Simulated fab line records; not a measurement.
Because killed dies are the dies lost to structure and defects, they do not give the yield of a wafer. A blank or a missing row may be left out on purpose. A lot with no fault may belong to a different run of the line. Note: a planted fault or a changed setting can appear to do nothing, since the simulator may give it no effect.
Which tool was responsible? | flow n5Finfet | 14 lots, 36 wafers sampled, at 2 steps of a route of 1938

== WHAT EACH GAUGE READ, for each wafer ==
N5_SDB_THK_MEAS_31.
lot  | measured    | on           | SDB_THK (nm)
L345 | day 3 19:44 | filmMetro-01 | 64.1 63.7 62.7
L346 | day 4 05:44 | filmMetro-02 | 63.5 64.0
L347 | day 4 19:54 | filmMetro-02 | 63.7 64.4 63.9
L349 | day 5 04:06 | filmMetro-02 | 66.0 66.8
L350 | day 5 10:09 | filmMetro-02 | 67.0 65.0
L351 | day 5 12:38 | filmMetro-01 | 64.0 65.1 65.0
L352 | day 5 20:47 | filmMetro-01 | 65.8 65.9 66.0
L353 | day 5 22:14 | filmMetro-01 | 65.0 64.2
L354 | day 6 06:58 | filmMetro-02 | 66.9 67.6 66.5
L357 | day 6 23:38 | filmMetro-02 | 65.7 65.0 65.7
L358 | day 7 06:40 | filmMetro-01 | 66.3 64.7 64.9
L359 | day 7 12:22 | filmMetro-01 | 61.2 61.3
L367 | day 9 14:08 | filmMetro-02 | 66.0 65.6 64.5
L368 | day 9 17:58 | filmMetro-01 | 65.4 63.5

N5_HKMG_FIN_CD_MEAS_49 targets a cd of 202 nm.
lot  | measured    | on       | cdNm (nm)
L345 | day 3 21:19 | cdSem-01 | 202.2 202.9 202.2
L346 | day 4 07:18 | cdSem-02 | 200.8 201.9
L347 | day 4 21:20 | cdSem-02 | 203.7 202.4 203.0
L349 | day 5 05:32 | cdSem-03 | 202.0 202.6
L350 | day 5 11:46 | cdSem-03 | 201.0 203.4
L351 | day 5 14:04 | cdSem-02 | 202.9 202.9 202.8
L352 | day 5 22:14 | cdSem-03 | 202.6 203.3 202.2
L353 | day 5 23:41 | cdSem-03 | 203.0 202.9
L354 | day 6 08:32 | cdSem-02 | 201.5 202.5 202.2
L357 | day 7 01:25 | cdSem-01 | 201.9 201.6 201.1
L358 | day 7 08:26 | cdSem-03 | 202.3 202.6 201.5
L359 | day 7 14:08 | cdSem-02 | 201.9 202.8
L367 | day 9 15:42 | cdSem-01 | 200.9 203.0 202.7
L368 | day 9 19:50 | cdSem-01 | 201.2 203.0

== EACH LOT AND THE TOOL THAT RAN IT (in order: tool; ch and the chambers of the sampled wafers; start) ==
The record shows no process step preceding these readings.

== AS READ BY THE TOOLS THEMSELVES (means over the sampled wafers that have a number; for cases with no such wafer, the mark the record gives instead) ==
The record holds no such reading with a usual standard deviation.

== THE ANSWER, worked out from the rows above alone ==
Rule: the usual values come from the lots themselves. Put in order of their means at a reading, lots are off if they are a third of the lots or fewer, leave a main group of 4 or more, and stand apart from it by a gap of 3 or more times the standard deviation of the main group's means; of several such gaps the widest counts. Not used: any main group whose means are identical at the precision the tables above print for the reading. A lot without any number at a reading at which 4 lots or more have one is off too. Where the step has rows for the other lots, those lots are counted as sound. After the gauges, taken in route order, come the tools' own readings; for these a lot's mean is taken, as printed above. At the first step where some lot is off, the reading lying furthest off is the one used; lots without a number count as furthest.
No lot is off at any reading shown: from this, nothing can be told.

== WHAT THE SIMULATOR PUT IN ==
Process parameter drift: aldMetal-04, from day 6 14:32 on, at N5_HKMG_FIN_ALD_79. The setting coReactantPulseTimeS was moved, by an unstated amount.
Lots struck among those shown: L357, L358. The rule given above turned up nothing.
